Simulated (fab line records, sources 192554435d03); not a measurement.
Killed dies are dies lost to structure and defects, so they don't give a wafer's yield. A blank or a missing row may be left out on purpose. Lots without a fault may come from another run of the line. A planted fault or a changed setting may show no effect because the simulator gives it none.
fab line records | flow n5_finfet
record lots=10 wafers=30 last_day=18
route steps=1938 shown BEOL_M4@1060 PAD_METAL@1895 PASSIVATION@1916
lots that met no fault: from a run of the same line without faults
start_h: hours from the record's first day to the start of the lot's first wafer shown | wait_h: hours since the lot's step before | " the same as in the row above | L1.1+2: a row that stands for several wafers | - no value, or no start given | * or withheld: withheld | < > ~ a bound
route shown NAME@n: a module of which the file shows steps, and the number in the route of the first | usual: mean/standard deviation of fault-free wafers | same: alike in all rows | chamber/n: place in a boat | sites: the reading at each site | _std_site: their standard deviation | _edge_site: outer sites' mean less inner sites' | radius_mm: how far each site lies from the wafer's centre | mask NAME#n: copy n | behind: the tool/chamber that last shaped the wafer | hold: why the lot was held/for how many hours/how that ended | device: the transistor (n, p or np) that didn't switch | end of line: the same wafers' tests at the end of the route | a step without rows: its recipe alone | killed: dies lost to structure and defects at the first sort, not the wafer's yield | map: a wafer's dies, x killed, . not, _ none there
set.NAME: the setting as run; set.NAME@STEP: as run at that earlier step | model.NAME: the simulator's own value behind a step, which no gauge read
steps of the route over a sample of lots; a table a step, a row a wafer
services: from which hour (start_h, from the record's first day; less than 0 if before it) a tool's chamber was out of use, for how many hours, and why
## steps
# step N5_BEOL_M4_ETCH_77
# recipe chemistry=N2/H2 target=underlayer target_depth_a=65 mask_material=CAR-EUV time_s=5.2 ion_energy_ev=200 pressure_mtorr=30 source_w=840 bias_w=150 n2_flow_sccm=200 h2_flow_sccm=200 ends=cleared
# usual drypump_motor_current_A=5.8/0.58 etch_rf_on_time_s=5.22/0.14 oes_product_au=0.67/0.076 rf_vpp_V=522.9/2.5 showerhead_plenum_p_Torr=2.52/0.083 throttle_valve_pct=17.89/0.2
# columns lot.wafer tool chamber start_h wait_h drypump_motor_current_A etch_rf_on_time_s oes_product_au rf_hours_counter_h rf_vpp_V showerhead_plenum_p_Torr throttle_valve_pct
L615.2 rie_diel-05 1 178.10 0.0 6.0 5.06 0.73 65 522.3 2.49 18.01
L615.5 " 1 " " 6.0 5.11 0.73 - 522.9 2.49 18.03
L615.6 " 0 " " 5.3 5.55 0.57 - 524.9 2.63 18.01
L616.1 rie_diel-05 1 181.27 0.0 6.0 5.10 0.72 67 520.4 2.49 18.02
L616.2 " 3 " " 6.7 5.37 0.60 206 520.8 2.41 18.08
L616.6 " 1 " " 6.0 5.10 0.72 - 522.4 2.49 18.03
L622.1 rie_diel-05 3 215.30 0.0 6.7 5.24 0.62 217 518.6 2.40 18.10
L622.2 " 2 " " 5.6 5.18 0.66 150 523.7 2.53 17.74
L622.5 " 0 " " 5.3 5.43 0.56 - 522.1 2.63 18.04
L625.1 rie_diel-05 2 221.95 0.0 5.6 5.23 0.65 153 523.8 2.53 17.77
L625.3 " 1 " " 6.0 5.06 0.70 81 523.3 2.48 18.05
L625.5 " 2 " " 5.6 5.22 0.65 - 525.6 2.53 17.77
L624.2 rie_diel-05 3 222.06 0.0 6.8 5.21 0.61 220 520.3 2.40 18.09
L624.4 " 1 " " 5.9 5.04 0.71 81 521.7 2.48 18.07
L624.6 " 3 " " 6.7 5.26 0.61 - 519.4 2.40 18.11
L628.2 rie_diel-05 0 250.48 0.0 5.3 5.38 0.56 252 526.8 2.62 18.09
L628.4 " 0 " " 5.3 5.39 0.55 - 526.0 2.62 18.08
L628.5 " 3 " " 6.7 5.25 0.60 - 519.9 2.40 18.11
L626.3 rie_diel-06 0 252.38 0.0 6.5 5.26 0.61 185 520.2 2.43 18.06
L626.4 " 1 " " 5.8 5.29 0.78 15 525.3 2.61 17.61
L626.5 " 2 " " 5.3 5.23 0.69 - 520.8 2.47 17.66
L631.1 rie_diel-06 2 254.61 0.0 5.3 5.28 0.70 90 521.0 2.47 17.63
L631.2 " 0 " " 6.4 5.34 0.61 185 523.9 2.43 18.06
L631.3 " 1 " " 5.8 5.35 0.78 15 526.6 2.61 17.65
L632.2 rie_diel-06 1 257.80 0.0 5.8 5.40 0.76 16 524.5 2.61 17.63
L632.4 " 2 " " 5.3 5.32 0.69 91 520.6 2.47 17.63
L632.6 " 1 " " 5.8 5.36 0.76 - 524.8 2.61 17.64
L638.1 rie_diel-05 1 321.59 0.0 5.9 5.08 0.67 118 520.1 2.47 18.12
L638.4 " 2 " " 5.6 5.16 0.64 - 522.6 2.52 17.80
L638.5 " 0 " " 5.3 5.00 0.80 - 524.9 2.61 17.65
# step N5_PASSIVATION_SPUTTER_20
# recipe material=TaN target_thk_a=500 temp_c=25 chamber_pressure_pa=0.4
# usual throttle_valve_pct=30.1/0.8
# columns lot.wafer tool chamber start_h wait_h throttle_valve_pct
L615.2 pvd_sputter-02 - 291.33 0.0 28.7
L615.5 " - " " 30.8
L615.6 " - " " 29.6
L616.1 pvd_sputter-02 - 303.09 0.0 30.4
L616.2 " - " " 29.1
L616.6 " - " " 30.8
L622.1 pvd_sputter-03 - 334.46 0.0 30.1
L622.2 " - " " 30.8
L622.5 " - " " 30.9
L625.1 pvd_sputter-03 - 337.58 0.0 30.8
L625.3 " - " " 30.2
L625.5 " - " " 30.2
L624.2 pvd_sputter-03 - 343.21 0.0 30.0
L624.4 " - " " 30.8
L624.6 " - " " 29.9
L628.2 pvd_sputter-03 - 367.33 0.0 30.6
L628.4 " - " " 30.5
L628.5 " - " " 30.9
L631.1 pvd_sputter-02 - 377.57 0.0 30.8
L631.2 " - " " 29.6
L631.3 " - " " 29.0
L626.3 pvd_sputter-03 - 384.42 0.0 30.6
L626.4 " - " " 29.9
L626.5 " - " " 30.6
L632.2 pvd_sputter-03 - 394.00 0.0 30.5
L632.4 " - " " 31.0
L632.6 " - " " 31.0
L638.1 pvd_sputter-01 - 431.44 0.0 29.7
L638.4 " - " " 28.1
L638.5 " - " " 28.2
# step N5_PASSIVATION_PECVD_35
# recipe material=SiNx target_thk_a=7000 temp_c=400 precursor=SiH4/NH3/N2 pressure_torr=4.9 rf_w=1406 time_s=151.3
# usual heater_power_w=341/66 showerhead_plenum_p_Torr=8.68/0.057 throttle_valve_pct=29.1/1.7
# columns lot.wafer tool chamber start_h wait_h heater_power_w showerhead_plenum_p_Torr throttle_valve_pct
L615.2 pecvd-04 2 293.22 0.1 319 8.62 27.0
L615.5 " 1 " " 346 8.58 27.8
L615.6 " 2 " " 205 8.63 26.9
L616.1 pecvd-03 2 305.17 0.1 428 8.70 27.1
L616.2 " 0 " " 287 8.77 28.5
L616.6 " 2 " " 280 8.70 26.9
L622.1 pecvd-03 1 336.81 0.1 394 8.70 30.8
L622.2 " 0 " " 366 8.72 29.0
L622.5 " 0 " " 237 8.75 28.7
L625.1 pecvd-04 1 339.87 0.1 332 8.59 27.6
L625.3 " 0 " " 322 8.76 29.0
L625.5 " 2 " " 271 8.62 26.9
L624.2 pecvd-01 2 345.12 0.1 241 8.60 28.5
L624.4 " 2 " " 287 8.59 28.5
L624.6 " 1 " " 206 8.68 32.5
L628.2 pecvd-03 0 369.28 0.1 271 8.74 28.9
L628.4 " 2 " " 335 8.67 27.5
L628.5 " 0 " " 320 8.75 29.2
L631.1 pecvd-01 1 379.60 0.1 243 8.68 32.6
L631.2 " 0 " " 284 8.66 29.1
L631.3 " 2 " " 233 8.60 28.6
L626.3 pecvd-01 0 386.49 0.1 258 8.70 29.2
L626.4 " 0 " " 295 8.67 29.1
L626.5 " 2 " " 337 8.59 28.4
L632.2 pecvd-04 2 395.90 0.1 319 8.63 27.1
L632.4 " 1 " " 386 8.58 27.9
L632.6 " 2 " " 331 8.62 27.0
L638.1 pecvd-01 2 433.44 0.1 323 8.61 28.5
L638.4 " 2 " " 352 8.61 28.6
L638.5 " 1 " " 334 8.66 32.8
# step N5_PASSIVATION_PASS_ETCH_47
# recipe chemistry=CF4/O2 target=SiNx target_depth_a=7700 time_s=385 ion_energy_ev=100 pressure_mtorr=40 source_w=535 bias_w=49 Ar_flow_sccm=100 cf4_flow_sccm=100 O2_flow_sccm=10
# usual drypump_motor_current_A=5.7/0.56 oes_product_au=0.77/0.074 rf_vpp_V=239/3.9 showerhead_plenum_p_Torr=2.18/0.068 throttle_valve_pct=15.82/0.26
# columns lot.wafer tool chamber start_h wait_h drypump_motor_current_A oes_product_au rf_hours_counter_h rf_vpp_V showerhead_plenum_p_Torr throttle_valve_pct
L615.2 rie_diel-05 3 293.78 0.0 6.7 0.70 245 236 2.08 16.14
L615.5 " 0 " " 5.3 0.96 - 244 2.25 15.53
L615.6 " 3 " " 6.7 0.69 - 232 2.08 16.13
L616.1 rie_diel-06 2 305.85 0.0 5.3 0.79 108 244 2.12 15.58
L616.2 " 1 " " 5.8 0.87 35 240 2.23 15.53
L616.6 " 2 " " 5.3 0.79 - 243 2.12 15.61
L622.1 rie_diel-05 1 337.51 0.0 6.0 0.78 125 240 2.13 15.98
L622.2 " 0 " " 5.2 0.91 19 246 2.24 15.56
L622.5 " 1 " " 6.0 0.78 - 239 2.13 15.99
L625.1 rie_diel-01 1 340.55 0.0 5.2 0.69 228 242 2.17 16.18
L625.3 " 3 " " 5.9 0.87 43 233 2.23 15.57
L625.5 " 1 " " 5.3 0.70 - 240 2.17 16.20
L624.2 rie_diel-06 3 346.27 0.0 4.8 0.72 196 234 2.10 15.86
L624.4 " 1 " " 5.8 0.85 49 239 2.23 15.55
L624.6 " 0 " " 6.4 0.69 - 233 2.10 16.17
L628.2 rie_diel-01 3 369.96 0.0 5.9 0.86 54 235 2.23 15.58
L628.4 " 0 " " 6.2 0.85 74 239 2.32 15.49
L628.5 " 2 " " 6.7 0.70 - 242 2.18 15.98
L631.1 rie_diel-06 2 380.28 0.0 5.3 0.76 136 243 2.12 15.65
L631.2 " 3 " " 4.8 0.71 210 234 2.09 15.89
L631.3 " 0 " " 6.4 0.68 231 232 2.09 16.20
L626.3 rie_diel-01 0 387.27 0.0 6.2 0.85 79 239 2.31 15.47
L626.4 " 1 " " 5.3 0.69 244 241 2.16 16.23
L626.5 " 1 " " 5.3 0.69 - 241 2.16 16.24
L632.2 rie_diel-01 3 396.58 0.0 5.9 0.85 64 234 2.22 15.61
L632.4 " 1 " " 5.3 0.68 - 242 2.16 16.23
L632.6 " 3 " " 5.9 0.84 - 234 2.22 15.60
L638.1 rie_diel-06 2 434.12 0.0 5.3 0.75 156 244 2.11 15.69
L638.4 " 2 " " 5.3 0.75 - 244 2.11 15.69
L638.5 " 3 " " 4.8 0.70 - 234 2.08 15.92
# step N5_PASSIVATION_PROBE_49
# usual defect_limited_yield=91.4/1.4 killed_at_M0_to_M3=33/11 killed_at_M4_up=13/5.3 killed_at_contacts=13/6.1 killed_at_front_end=40/11 killed_at_other=2.9/2.7 killed_dies=102/17 killed_on_rim=14/4.2 killed_open=68/13 killed_short=32/7.5 sort_bin_5_function=5.1/0.98 sort_bin_6_memory=3.2/0.69 sort_bin_8_speed=0.1/1.1 sort_n_pass=1077/21 sort_yield_pct=91.3/1.7
# same gross_dies=1180 killed_at_back_side=0 sort_bin_4_leakage[%]=0
# columns lot.wafer tool chamber start_h wait_h defect_limited_yield[%] killed_at_M0_to_M3 killed_at_M4_up killed_at_contacts killed_at_front_end killed_at_other killed_dies killed_on_rim killed_open killed_short sort_bin_5_function[%] sort_bin_6_memory[%] sort_bin_8_speed[%] sort_n_pass sort_yield_pct[%]
L616.1 prober-02 - 309.07 0.0 89.7 41 23 18 37 3 122 24 86 33 5.9 4.2 0 1058 89.7
L616.2 prober-02 - 309.12 0.1 89.1 43 15 17 52 2 129 15 97 26 6.4 4.0 0 1051 89.1
L616.6 prober-02 - 309.32 0.3 91.0 30 15 13 37 11 106 11 76 28 5.3 3.4 0 1074 91.0
L622.1 prober-02 - 340.53 0.0 91.6 29 22 9 39 0 99 18 69 29 5.3 2.8 0 1081 91.6
L622.2 prober-02 - 340.58 0.1 90.5 28 14 18 52 0 112 18 76 29 5.3 3.6 0 1068 90.5
L622.5 prober-02 - 340.73 0.2 92.1 39 21 8 22 3 93 12 60 32 4.9 2.3 0 1087 92.1
L625.1 prober-01 - 343.56 0.0 94.0 18 7 19 25 2 71 10 55 16 3.8 2.1 0 1109 94.0
L625.3 prober-01 - 343.66 0.1 92.2 29 19 11 32 1 92 15 67 24 4.4 3.3 12.7 938 79.5
L625.5 prober-01 - 343.76 0.2 93.6 16 12 13 33 2 76 12 50 25 3.6 2.5 0 1104 93.6
L624.2 prober-01 - 349.37 0.1 86.9 14 93 7 40 0 154 26 42 27 8.1 3.2 0 1026 86.9
L624.4 prober-01 - 349.47 0.2 83.2 31 121 9 36 1 198 27 67 23 11.2 3.3 0 982 83.2
L624.6 prober-01 - 349.57 0.3 87.5 19 96 6 24 2 147 24 42 19 7.0 3.1 0 1033 87.5
L628.2 prober-01 - 373.97 0.1 82.8 21 122 7 52 1 203 25 57 32 10.3 4.1 0 977 82.8
L628.4 prober-01 - 374.07 0.2 81.9 26 130 8 48 1 213 24 61 35 11.4 4.5 0.2 965 81.8
L628.5 prober-01 - 374.12 0.2 84.8 32 87 16 43 1 179 33 69 29 9.1 4.0 0 1001 84.8
L626.3 prober-02 - 390.38 0.1 91.6 36 11 11 28 13 99 10 66 32 4.6 3.3 0 1081 91.6
L626.4 prober-02 - 390.43 0.2 92.5 28 7 13 36 4 88 19 57 31 3.9 3.2 0 1092 92.5
L626.5 prober-02 - 390.48 0.2 90.9 39 12 10 41 5 107 14 75 30 5.3 3.5 0 1073 90.9
L632.2 prober-01 - 399.63 0.1 90.3 37 18 23 35 1 114 18 77 32 5.4 3.7 0 1066 90.3
L632.4 prober-01 - 399.73 0.2 90.9 32 13 25 36 1 107 9 72 28 5.5 2.9 0 1073 90.9
L632.6 prober-01 - 399.83 0.3 90.3 40 19 27 28 1 115 18 89 25 4.7 4.8 0 1065 90.3
# killed by level:class
L616.1 BEOL_M4:geometric_particle:open=16 MOL_CONTACT_COAG:geometric_particle:open=13 DUMMY_GATE:geometric_particle:open=12 BEOL_M0_SAQP:geometric_particle:short=11 BEOL_M3:geometric_particle:open=9 BEOL_M0_SAQP:geometric_particle:open=7 GATE_CUT:geometric_particle:short=6 STARTING-WAFER:geometric_particle:open=6
L616.2 STI_FIN_REVEAL:geometric_particle:open=14 MOL_CONTACT_COAG:geometric_particle:open=14 BEOL_M1:geometric_particle:open=12 BEOL_M0_SAQP:geometric_particle:open=11 BEOL_M4:geometric_particle:open=10 DUMMY_GATE:geometric_particle:open=9 BEOL_M2:geometric_particle:open=6 STARTING-WAFER:geometric_particle:open=6
L616.6 BEOL_M1:geometric_particle:open=10 BEOL_M4:geometric_particle:open=10 STI_FIN_REVEAL:geometric_particle:open=9 DUMMY_GATE:geometric_particle:open=9 MOL_CONTACT_COAG:geometric_particle:open=9 FIN_SAQP:geometric_particle:open=6 BEOL_M0_SAQP:geometric_particle:open=6 PASS1_CAP:geometric_particle:short=5
L622.1 BEOL_M2:geometric_particle:open=10 BEOL_M4:geometric_particle:open=10 FIN_SAQP:geometric_particle:short=9 STI_FIN_REVEAL:geometric_particle:open=9 MOL_CONTACT_COAG:geometric_particle:open=9 BEOL_M0_SAQP:geometric_particle:open=8 FIN_SAQP:geometric_particle:open=5 STI_FIN_REVEAL:geometric_particle:short=4
L622.2 STI_FIN_REVEAL:geometric_particle:open=17 MOL_CONTACT_COAG:geometric_particle:open=14 FIN_SAQP:geometric_particle:open=12 BEOL_M0_SAQP:geometric_particle:open=9 BEOL_M0_SAQP:geometric_particle:short=8 FIN_SAQP:geometric_particle:short=6 BEOL_M4:geometric_particle:open=5 MOL_CONTACT_COAG:geometric_particle:short=4
L622.5 BEOL_M2:geometric_particle:open=12 BEOL_M4:geometric_particle:open=11 BEOL_M0_SAQP:geometric_particle:short=8 FIN_SAQP:geometric_particle:short=7 MOL_CONTACT_COAG:geometric_particle:open=5 BEOL_M0_SAQP:geometric_particle:open=5 BEOL_M3:geometric_particle:open=5 DUMMY_GATE:geometric_particle:open=3
L625.1 MOL_CONTACT_COAG:geometric_particle:open=17 BEOL_M1:geometric_particle:open=6 STI_FIN_REVEAL:geometric_particle:open=5 BEOL_M2:geometric_particle:open=5 STARTING-WAFER:geometric_particle:open=4 FIN_SAQP:geometric_particle:open=3 FIN_SAQP:geometric_particle:short=3 DUMMY_GATE:geometric_particle:open=3
L625.3 FIN_SAQP:geometric_particle:open=14 MOL_CONTACT_COAG:geometric_particle:open=9 BEOL_M5:geometric_particle:open=8 BEOL_M0_SAQP:geometric_particle:short=7 BEOL_M0_SAQP:geometric_particle:open=5 BEOL_M3:geometric_particle:open=5 FIN_SAQP:geometric_particle:short=4 BEOL_M2:geometric_particle:open=4
L625.5 FIN_SAQP:geometric_particle:short=10 MOL_CONTACT_COAG:geometric_particle:open=10 FIN_SAQP:geometric_particle:open=9 STI_FIN_REVEAL:geometric_particle:open=6 BEOL_M4:geometric_particle:open=6 BEOL_M0_SAQP:geometric_particle:short=5 STARTING-WAFER:geometric_particle:open=3 GATE_CUT:geometric_particle:short=3
L624.2 BEOL_M4:unspecified=83 FIN_SAQP:geometric_particle:short=11 STI_FIN_REVEAL:geometric_particle:open=11 FIN_SAQP:geometric_particle:open=4 MOL_CONTACT_COAG:geometric_particle:open=4 BEOL_M4:geometric_particle:open=4 MOL_CONTACT_COAG:geometric_particle:short=3 BEOL_M0_SAQP:geometric_particle:open=3
L624.4 BEOL_M4:unspecified=106 FIN_SAQP:geometric_particle:short=11 BEOL_M0_SAQP:geometric_particle:open=8 DUMMY_GATE:geometric_particle:open=7 MOL_CONTACT_COAG:geometric_particle:open=7 BEOL_M2:geometric_particle:open=7 STI_FIN_REVEAL:geometric_particle:open=6 BEOL_M1:geometric_particle:open=6
L624.6 BEOL_M4:unspecified=83 DUMMY_GATE:geometric_particle:open=8 BEOL_M4:geometric_particle:open=7 MOL_CONTACT_COAG:geometric_particle:open=5 BEOL_M3:geometric_particle:open=5 BEOL_M0_SAQP:geometric_particle:short=3 BEOL_M0_SAQP:geometric_particle:open=3 BEOL_M1:geometric_particle:open=3
L628.2 BEOL_M4:unspecified=113 FIN_SAQP:geometric_particle:short=22 FIN_SAQP:geometric_particle:open=16 BEOL_M3:geometric_particle:open=8 STI_FIN_REVEAL:geometric_particle:open=6 MOL_CONTACT_COAG:geometric_particle:open=4 BEOL_M1:geometric_particle:open=4 MOL_CONTACT_COAG:geometric_particle:short=3
L628.4 BEOL_M4:unspecified=117 FIN_SAQP:geometric_particle:open=8 BEOL_M3:geometric_particle:open=8 FIN_SAQP:geometric_particle:short=7 MOL_CONTACT_COAG:geometric_particle:open=7 STI_FIN_REVEAL:geometric_particle:open=6 STARTING-WAFER:geometric_particle:open=6 STARTING-WAFER:geometric_particle:short=4
L628.5 BEOL_M4:unspecified=81 FIN_SAQP:geometric_particle:open=18 MOL_CONTACT_COAG:geometric_particle:open=13 BEOL_M3:geometric_particle:open=9 FIN_SAQP:geometric_particle:short=7 BEOL_M1:geometric_particle:open=5 DUMMY_GATE:geometric_particle:open=4 BEOL_M0_SAQP:geometric_particle:open=4
L626.3 BEOL_M0_SAQP:geometric_particle:open=11 BEOL_M0_SAQP:geometric_particle:short=10 MOL_CONTACT_COAG:geometric_particle:open=9 STARTING-WAFER:geometric_particle:short=7 FIN_SAQP:geometric_particle:open=6 BEOL_M2:geometric_particle:open=6 PASS1_CAP:geometric_particle:open=5 GATE_CUT:geometric_particle:open=4
L626.4 BEOL_M2:geometric_particle:open=12 FIN_SAQP:geometric_particle:open=11 MOL_CONTACT_COAG:geometric_particle:open=10 GATE_CUT:geometric_particle:short=8 BEOL_M0_SAQP:geometric_particle:open=4 BEOL_M0_SAQP:geometric_particle:short=4 STARTING-WAFER:geometric_particle:short=4 STARTING-WAFER:geometric_particle:open=4
L626.5 FIN_SAQP:geometric_particle:open=12 MOL_CONTACT_COAG:geometric_particle:open=9 BEOL_M4:geometric_particle:open=9 FIN_SAQP:geometric_particle:short=8 BEOL_M2:geometric_particle:open=8 BEOL_M0_SAQP:geometric_particle:open=7 BEOL_M0_SAQP:geometric_particle:short=7 BEOL_M1:geometric_particle:open=7
L632.2 MOL_CONTACT_COAG:geometric_particle:open=19 FIN_SAQP:geometric_particle:short=9 BEOL_M3:geometric_particle:open=9 BEOL_M4:geometric_particle:open=9 FIN_SAQP:geometric_particle:open=7 BEOL_M0_SAQP:geometric_particle:short=7 BEOL_M1:geometric_particle:open=6 BEOL_M2:geometric_particle:open=6
L632.4 MOL_CONTACT_COAG:geometric_particle:open=19 BEOL_M3:geometric_particle:open=8 HKMG_FIN:area_etch=7 FIN_SAQP:geometric_particle:open=6 STI_FIN_REVEAL:geometric_particle:open=6 MOL_CONTACT_COAG:geometric_particle:short=6 BEOL_M0_SAQP:geometric_particle:open=6 BEOL_M0_SAQP:geometric_particle:short=6
L632.6 MOL_CONTACT_COAG:geometric_particle:open=25 FIN_SAQP:geometric_particle:open=10 BEOL_M1:geometric_particle:open=10 BEOL_M3:geometric_particle:open=8 BEOL_M2:geometric_particle:open=7 BEOL_M5:geometric_particle:open=7 BEOL_M0_SAQP:geometric_particle:open=6 BEOL_M0_SAQP:geometric_particle:short=5
## services
# columns tool chamber start_h hours kind
rie_diel-05 0 156.68 4.6 repair
rie_diel-06 0 176.57 2.9 repair
rie_diel-01 3 183.44 7.2 repair
pecvd-03 0 191.30 24.5 repair
rie_diel-06 1 199.25 14.5 repair
rie_diel-06 - 209.18 0.3 repair
rie_diel-06 - 210.01 4.8 repair
pecvd-01 0 214.42 5.7 repair
rie_diel-06 1 216.20 8.8 repair
rie_diel-06 2 216.94 4.0 repair
rie_diel-06 0 227.20 14.4 repair
rie_diel-05 - 236.83 0.2 repair
rie_diel-06 2 241.76 6.5 repair
rie_diel-01 1 255.42 3.4 repair
rie_diel-01 2 270.68 4.7 repair
rie_diel-05 - 273.86 14.6 pm
rie_diel-05 3 314.94 11.0 repair
rie_diel-06 3 333.55 2.8 repair
rie_diel-06 - 334.62 0.7 repair
rie_diel-05 1 355.36 13.1 repair
rie_diel-05 3 397.26 7.3 repair
rie_diel-05 - 400.19 2.8 pm
pecvd-01 - 408.67 2.8 pm
rie_diel-05 3 409.25 10.3 repair
## key
first_sign step=N5_PASSIVATION_PROBE_49 reading=killed_at_M4_up direction=up sigmas=18 usual=13 struck=108
effect step=N5_PASSIVATION_PROBE_49 reading=defect_limited_yield direction=down sigmas=4.7 usual=91.4 struck=84.5
more_kills_born_at N5_BEOL_M4_ETCH_77@rie_diel-05=583
met_at N5_BEOL_M4_ETCH_77
struck_lots L624,L628
not_acting_at N5_PASSIVATION_SPUTTER_20,N5_PASSIVATION_PECVD_35,N5_PASSIVATION_PASS_ETCH_47
onset_between 221.95 222.06
fault kind=chamber_particle_source tool=rie_diel-05 chamber=- onset_h=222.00 steps=N5_BEOL_M4_ETCH_77 rate_per_visit_cm2=0.90792 end_h=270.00
